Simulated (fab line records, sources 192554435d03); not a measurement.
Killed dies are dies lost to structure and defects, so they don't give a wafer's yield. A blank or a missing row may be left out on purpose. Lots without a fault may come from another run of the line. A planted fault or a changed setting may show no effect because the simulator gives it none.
fab line records | flow n5_finfet | part 2 of 2: steps 4 to 6 of 6
record lots=24 wafers=72 last_day=17
route steps=1938 shown BEOL_M9@1448 BEOL_M10@1471 BEOL_M11@1551
lots that met no fault: from a run of the same line without faults
start_h: hours from the record's first day to the start of the lot's first wafer shown | wait_h: hours since the lot's step before | " the same as in the row above | L1.1+2: a row that stands for several wafers | - no value, or no start given | * or withheld: withheld | < > ~ a bound
route shown NAME@n: a module of which the file shows steps, and the number in the route of the first | usual: mean/standard deviation of fault-free wafers | same: alike in all rows | chamber/n: place in a boat | sites: the reading at each site | _std_site: their standard deviation | _edge_site: outer sites' mean less inner sites' | radius_mm: how far each site lies from the wafer's centre | mask NAME#n: copy n | behind: the tool/chamber that last shaped the wafer | hold: why the lot was held/for how many hours/how that ended | device: the transistor (n, p or np) that didn't switch | end of line: the same wafers' tests at the end of the route | a step without rows: its recipe alone | killed: dies lost to structure and defects at the first sort, not the wafer's yield | map: a wafer's dies, x killed, . not, _ none there
set.NAME: the setting as run; set.NAME@STEP: as run at that earlier step | model.NAME: the simulator's own value behind a step, which no gauge read
steps of the route over a sample of lots; a table a step, a row a wafer
services: from which hour (start_h, from the record's first day; less than 0 if before it) a tool's chamber was out of use, for how many hours, and why
## steps
# step N5_BEOL_M10_TRENCH_ETCH_37
# recipe chemistry=C4F6/O2 target_depth_a=1488.3 target=SiCOH_lowk time_s=48 ion_energy_ev=250 pressure_mtorr=30 source_w=345 bias_w=185 Ar_flow_sccm=300 C4F6_flow_sccm=10 O2_flow_sccm=10
# usual drypump_motor_current_A=5.5/0.36 oes_product_au=0.81/0.078 rf_vpp_V=675/24 showerhead_plenum_p_Torr=2.85/0.12 throttle_valve_pct=20.91/0.27
# columns lot.wafer tool chamber start_h wait_h drypump_motor_current_A oes_product_au rf_hours_counter_h rf_vpp_V showerhead_plenum_p_Torr throttle_valve_pct
L075.1 rie_diel-01 1 - - 5.2 0.73 171 656 2.83 21.03
L075.2 " 2 " " 5.4 0.82 89 701 2.88 20.88
L075.5 " 2 " " 5.4 0.82 - 700 2.88 20.88
L074.2 rie_diel-04 1 - - 5.6 0.96 10 667 3.05 20.86
L074.4 " 2 " " 5.7 0.94 0 706 2.94 21.15
L074.5 " 0 " " 6.0 0.87 - 684 2.94 20.87
L076.3 rie_diel-01 3 - - 5.9 0.69 218 715 2.93 21.05
L076.5 " 2 " " 5.4 0.82 - 701 2.88 20.88
L076.6 " 1 " " 5.2 0.72 - 656 2.82 21.02
L077.2 rie_diel-05 1 - - 5.6 0.76 94 666 2.77 20.81
L077.3 " 3 " " 5.0 0.69 241 653 2.89 20.88
L077.4 " 2 " " 5.7 0.76 - 654 2.62 21.38
L078.2 rie_diel-01 1 - - 5.2 0.72 179 656 2.82 21.04
L078.3 " 2 " " 5.4 0.81 97 702 2.87 20.89
L078.4 " 3 " " 5.9 0.70 224 713 2.92 21.05
L079.2 rie_diel-05 2 - - 5.7 0.76 168 655 2.62 21.37
L079.3 " 1 " " 5.6 0.76 96 667 2.77 20.78
L079.6 " 1 " " 5.6 0.76 - 666 2.77 20.80
L080.3 rie_diel-04 0 - - 6.0 0.85 41 683 2.93 20.89
L080.4 " 3 " " 5.1 0.88 31 652 2.90 20.36
L080.6 " 3 " " 5.1 0.88 - 653 2.90 20.38
L082.1 rie_diel-04 2 - - 5.7 0.90 15 705 2.93 21.18
L082.2 " 3 " " 5.1 0.88 34 654 2.89 20.37
L082.3 " 1 " " 5.6 0.92 24 665 3.05 20.88
L081.3 rie_diel-04 1 - - 5.6 0.92 24 667 3.05 20.89
L081.4 " 2 " " 5.7 0.90 15 705 2.93 21.19
L081.6 " 2 " " 5.7 0.90 - 706 2.93 21.21
L083.2 rie_diel-04 2 - - 5.7 0.89 18 706 2.93 21.19
L083.5 " 0 " " 6.0 0.83 - 683 2.93 20.91
L083.6 " 1 " " 5.6 0.92 - 666 3.04 20.88
L084.2 rie_diel-05 2 - - 5.7 0.75 178 654 2.62 21.39
L084.3 " 1 " " 5.6 0.76 107 665 2.77 20.81
L084.4 " 2 " " 5.7 0.75 - 653 2.62 21.39
L085.1 rie_diel-05 2 - - 5.7 0.74 188 653 2.61 21.41
L085.4 " 0 " " 4.9 0.69 - 650 2.68 21.01
L085.5 " 2 " " 5.7 0.73 - 653 2.61 21.39
L086.1 rie_diel-05 1 - - 5.6 0.75 117 664 2.76 20.82
L086.2 " 2 " " 5.7 0.74 189 655 2.61 21.40
L086.6 " 1 " " 5.6 0.75 - 665 2.76 20.81
L088.2 rie_diel-01 1 - - 5.2 0.71 197 654 2.81 21.05
L088.5 " 0 " " 6.0 0.83 - 718 2.76 20.73
L088.6 " 3 " " 5.9 0.68 - 714 2.92 21.06
L087.1 rie_diel-04 2 - - 5.7 0.87 31 704 2.92 21.21
L087.2 " 0 " " 6.0 0.82 59 683 2.92 20.93
L087.4 " 1 " " 5.6 0.89 38 666 3.04 20.90
L089.1 rie_diel-04 2 - - 5.7 0.87 35 704 2.92 21.22
L089.4 " 3 " " 5.0 0.85 55 654 2.89 20.43
L089.6 " 3 " " 5.0 0.84 - 652 2.89 20.41
L090.1 rie_diel-05 3 - - 5.0 0.92 8 653 2.89 20.53
L090.3 " 0 " " 4.9 0.67 246 650 2.67 21.02
L090.5 " 1 " " 5.5 0.72 - 664 2.76 20.84
L091.2 rie_diel-04 2 - - 5.7 0.86 38 705 2.92 21.21
L091.4 " 0 " " 6.0 0.82 65 683 2.92 20.94
L091.6 " 1 " " 5.6 0.88 - 665 3.04 20.91
L092.2 rie_diel-04 0 - - 6.0 0.81 67 685 2.92 20.94
L092.4 " 2 " " 5.7 0.86 41 705 2.92 21.23
L092.6 " 2 " " 5.7 0.86 - 704 2.92 21.22
L094.1 rie_diel-01 0 - - 6.0 0.83 95 718 2.75 20.76
L094.5 " 2 " " 5.4 0.78 - 700 2.86 20.96
L094.6 " 0 " " 6.0 0.82 - 717 2.75 20.76
L093.2 rie_diel-04 0 - - 6.0 0.81 72 682 2.92 20.93
L093.3 " 3 " " 5.1 0.84 65 654 2.88 20.43
L093.5 " 3 " " 5.0 0.83 - 652 2.88 20.43
L095.1 rie_diel-05 1 - - 5.6 0.72 141 665 2.75 20.84
L095.2 " 0 " " 4.8 0.97 1 659 3.01 20.62
L095.5 " 3 " " 5.0 0.89 - 651 2.88 20.57
L097.3 rie_diel-04 2 - - 5.7 0.85 50 705 2.92 21.25
L097.5 " 2 " " 5.7 0.83 - 704 2.92 21.24
L097.6 " 3 " " 5.1 0.82 - 653 2.88 20.42
L096.2 rie_diel-01 2 - - 5.4 0.77 137 701 2.86 20.95
L096.4 " 1 " " 5.2 0.70 219 653 2.80 21.10
L096.6 " 2 " " 5.4 0.78 - 701 2.86 20.94
# step N5_BEOL_M11_INSPECT_13
# recipe mode=adi inspect_instrument=brightfield
# usual raw_defect_count=403/83
# columns lot.wafer tool chamber start_h wait_h raw_defect_count
L075.1 defect_inspect-02 - 235.52 0.0 506
L075.2 " - " " 500
L075.5 " - " " 568
L074.2 defect_inspect-02 - 236.50 0.0 498
L074.4 " - " " 500
L074.5 " - " " 461
L076.3 defect_inspect-02 - 236.82 0.0 383
L076.5 " - " " 374
L076.6 " - " " 444
L077.2 defect_inspect-01 - 252.07 0.0 439
L077.3 " - " " 369
L077.4 " - " " 381
L078.2 defect_inspect-01 - 255.97 0.0 348
L078.3 " - " " 365
L078.4 " - " " 369
L079.2 defect_inspect-01 - 257.05 0.0 434
L079.3 " - " " 272
L079.6 " - " " 352
L080.3 defect_inspect-02 - 270.21 0.0 341
L080.4 " - " " 363
L080.6 " - " " 247
L082.1 defect_inspect-01 - 274.09 0.0 332
L082.2 " - " " 338
L082.3 " - " " 440
L081.3 defect_inspect-02 - 274.26 0.0 465
L081.4 " - " " 449
L081.6 " - " " 315
L083.2 defect_inspect-01 - 278.98 0.0 340
L083.5 " - " " 482
L083.6 " - " " 578
L084.2 defect_inspect-02 - 279.38 0.0 349
L084.3 " - " " 332
L084.4 " - " " 385
L085.1 defect_inspect-02 - 302.93 0.0 284
L085.4 " - " " 274
L085.5 " - " " 246
L086.1 defect_inspect-02 - 306.99 0.0 350
L086.2 " - " " 332
L086.6 " - " " 431
L088.2 defect_inspect-01 - 314.57 0.0 352
L088.5 " - " " 372
L088.6 " - " " 455
L087.1 defect_inspect-02 - 317.48 0.0 521
L087.2 " - " " 603
L087.4 " - " " 424
L089.1 defect_inspect-02 - 328.22 0.0 566
L089.4 " - " " 432
L089.6 " - " " 563
L090.1 defect_inspect-01 - 332.23 0.0 426
L090.3 " - " " 442
L090.5 " - " " 535
L091.2 defect_inspect-02 - 332.65 0.0 358
L091.4 " - " " 442
L091.6 " - " " 584
L092.2 defect_inspect-02 - 342.98 0.0 373
L092.4 " - " " 360
L092.6 " - " " 325
L094.1 defect_inspect-02 - 354.87 0.0 533
L094.5 " - " " 497
L094.6 " - " " 354
L093.2 defect_inspect-02 - 355.11 0.0 382
L093.3 " - " " 332
L093.5 " - " " 418
L095.1 defect_inspect-02 - 365.67 0.0 466
L095.2 " - " " 342
L095.5 " - " " 365
L097.3 defect_inspect-02 - 368.89 0.0 288
L097.5 " - " " 352
L097.6 " - " " 401
L096.2 defect_inspect-01 - 369.20 0.0 403
L096.4 " - " " 363
L096.6 " - " " 386
# step N5_BEOL_M11_STRIP_19
# recipe chemistry=O2 power_w=400 temp_c=40 pressure_mtorr=30 rf_frequency_hz=6e+07 bias_power_w=0 overash_fraction=0.2 o2_flow_sccm=225
# usual drypump_motor_current_A=5.8/0.45 oes_product_au=0.82/0.078 rf_vpp_V=3.6/0.65 showerhead_plenum_p_Torr=2.10/0.068 throttle_valve_pct=16.64/0.27
# columns lot.wafer tool chamber start_h wait_h drypump_motor_current_A oes_product_au rf_hours_counter_h rf_vpp_V showerhead_plenum_p_Torr throttle_valve_pct
L075.1 rie_diel-06 2 235.94 0.1 5.4 0.74 178 3.5 2.08 17.01
L075.2 " 1 " " 5.5 0.93 26 3.4 2.05 16.42
L075.5 " 0 " " 6.1 0.83 - 3.9 2.14 16.94
L074.2 rie_diel-02 0 236.94 0.1 6.3 0.69 230 3.8 2.16 16.58
L074.4 " 3 " " 5.2 0.83 70 4.4 2.03 16.46
L074.5 " 1 " " 6.6 0.78 - 3.7 2.12 16.53
L076.3 rie_diel-03 0 237.23 0.1 6.2 0.94 20 3.7 2.05 16.16
L076.5 " 0 " " 6.2 0.93 - 5.1 2.05 16.17
L076.6 " 1 " " 5.7 0.74 - 2.4 1.99 16.99
L077.2 rie_diel-06 3 252.49 0.1 5.4 0.88 56 4.3 2.23 16.49
L077.3 " 2 " " 5.4 0.74 183 2.4 2.08 17.00
L077.4 " 0 " " 6.0 0.81 100 4.0 2.13 16.94
L078.2 rie_diel-02 0 256.46 0.2 6.3 0.69 235 3.3 2.16 16.58
L078.3 " 1 " " 6.6 0.76 114 3.3 2.12 16.52
L078.4 " 2 " " 6.1 0.94 18 3.2 2.05 16.55
L079.2 rie_diel-06 1 257.48 0.1 5.5 0.90 32 3.0 2.05 16.42
L079.3 " 2 " " 5.3 0.73 185 3.8 2.08 17.02
L079.6 " 1 " " 5.5 0.91 - 4.3 2.05 16.43
L080.3 rie_diel-02 3 270.65 0.1 5.3 0.82 81 3.4 2.03 16.46
L080.4 " 2 " " 6.1 0.91 23 4.6 2.05 16.56
L080.6 " 0 " " 6.3 0.67 - 3.6 2.16 16.58
L082.1 rie_diel-02 1 274.55 0.1 6.7 0.77 119 3.6 2.12 16.56
L082.2 " 3 " " 5.3 0.81 81 5.2 2.03 16.47
L082.3 " 0 " " 6.2 0.67 240 3.9 2.16 16.58
L081.3 rie_diel-06 0 274.83 0.1 6.1 0.81 108 2.5 2.13 16.99
L081.4 " 3 " " 5.4 0.86 65 3.6 2.23 16.52
L081.6 " 1 " " 5.5 0.91 - 3.3 2.05 16.45
L083.2 rie_diel-06 2 279.40 0.1 5.4 0.73 192 3.0 2.08 17.03
L083.5 " 2 " " 5.4 0.73 - 3.9 2.08 17.02
L083.6 " 1 " " 5.5 0.90 - 4.5 2.04 16.45
L084.2 rie_diel-06 1 279.86 0.1 5.5 0.90 36 3.0 2.04 16.44
L084.3 " 3 " " 5.4 0.85 66 2.8 2.23 16.50
L084.4 " 2 " " 5.4 0.73 192 3.1 2.08 17.03
L085.1 rie_diel-06 2 303.35 0.1 5.4 0.71 200 2.8 2.08 17.03
L085.4 " 0 " " 6.0 0.80 116 2.7 2.13 16.97
L085.5 " 3 " " 5.4 0.84 - 3.1 2.22 16.54
L086.1 rie_diel-06 1 307.71 0.1 5.5 0.88 45 4.2 2.04 16.46
L086.2 " 0 " " 6.0 0.79 117 3.1 2.13 16.96
L086.6 " 1 " " 5.5 0.89 - 3.0 2.04 16.45
L088.2 rie_diel-03 1 315.08 0.1 5.7 0.73 217 4.2 1.98 17.01
L088.5 " 2 " " 6.6 0.88 - 5.8 2.14 16.57
L088.6 " 1 " " 5.7 0.73 - 4.0 1.98 16.99
L087.1 rie_diel-06 3 317.99 0.2 5.4 0.85 78 3.5 2.22 16.53
L087.2 " 2 " " 5.4 0.71 204 3.9 2.08 17.05
L087.4 " 1 " " 5.5 0.89 46 3.6 2.04 16.46
L089.1 rie_diel-06 3 328.78 0.1 5.4 0.84 80 3.6 2.22 16.53
L089.4 " 0 " " 6.1 0.80 122 4.1 2.13 16.98
L089.6 " 1 " " 5.5 0.89 - 3.8 2.04 16.48
L090.1 rie_diel-03 1 332.66 0.1 5.7 0.71 222 3.9 1.98 17.00
L090.3 " 2 " " 6.6 0.87 58 3.4 2.14 16.56
L090.5 " 3 " " 5.7 0.94 - 3.7 2.15 16.53
L091.2 rie_diel-03 1 333.30 0.1 5.7 0.71 222 2.5 1.98 17.03
L091.4 " 3 " " 5.8 0.94 6 4.0 2.15 16.55
L091.6 " 0 " " 6.2 0.89 - 2.4 2.04 16.22
L092.2 rie_diel-02 2 343.64 0.2 6.1 0.87 46 4.3 2.04 16.64
L092.4 " 0 " " 6.3 0.96 5 3.9 2.15 16.13
L092.6 " 2 " " 6.0 0.87 - 3.0 2.04 16.62
L094.1 rie_diel-03 2 355.43 0.2 6.6 0.86 66 3.4 2.14 16.57
L094.5 " 3 " " 5.7 0.92 - 3.8 2.15 16.55
L094.6 " 0 " " 6.2 0.88 - 4.2 2.04 16.24
L093.2 rie_diel-02 3 355.83 0.1 5.2 0.79 108 4.2 2.02 16.52
L093.3 " 1 " " 6.6 0.75 146 4.3 2.11 16.58
L093.5 " 0 " " 6.3 0.94 - 3.6 2.15 16.14
L095.1 rie_diel-02 1 366.09 0.1 6.6 0.76 149 4.9 2.11 16.57
L095.2 " 2 " " 6.1 0.86 54 3.5 2.04 16.65
L095.5 " 2 " " 6.1 0.86 - 4.3 2.04 16.62
L097.3 rie_diel-06 1 369.38 0.1 5.5 0.87 63 3.3 2.04 16.49
L097.5 " 3 " " 5.4 0.82 - 2.7 2.22 16.58
L097.6 " 2 " " 5.4 0.71 - 2.6 2.07 17.07
L096.2 rie_diel-06 1 369.62 0.1 5.5 0.86 63 4.3 2.04 16.49
L096.4 " 0 " " 6.0 0.77 135 4.3 2.12 17.02
L096.6 " 3 " " 5.4 0.83 - 3.7 2.22 16.55
## services
# columns tool chamber start_h hours kind
rie_diel-04 1 196.86 - clean
rie_diel-04 1 196.86 - consumable_replace:focus_ring
rie_diel-04 1 196.86 - consumable_replace:showerhead
rie_diel-04 1 196.86 14.6 scheduled_down
rie_diel-04 1 196.86 14.6 vent_cycle
rie_diel-04 0 199.60 4.3 repair
rie_diel-04 2 211.62 - clean
rie_diel-04 2 211.62 - consumable_replace:focus_ring
rie_diel-04 2 211.62 19.5 scheduled_down
rie_diel-05 0 245.48 11.8 repair
rie_diel-01 - 259.93 15.6 pm
rie_diel-06 1 268.83 5.7 repair
uv_cure-02 - 277.50 7.5 pm
rie_diel-01 1 286.84 1.3 repair
rie_diel-03 0 288.35 3.7 repair
uv_cure-02 - 288.45 18.8 repair
rie_diel-05 3 295.88 15.1 repair
uv_cure-03 - 302.46 0.9 repair
rie_diel-01 0 311.92 8.4 repair
rie_diel-05 0 314.81 2.2 repair
uv_cure-03 - 345.91 1.0 pm
uv_cure-01 - 350.47 7.5 pm
rie_diel-06 - 351.47 2.8 pm
uv_cure-01 - 362.60 2.1 pm
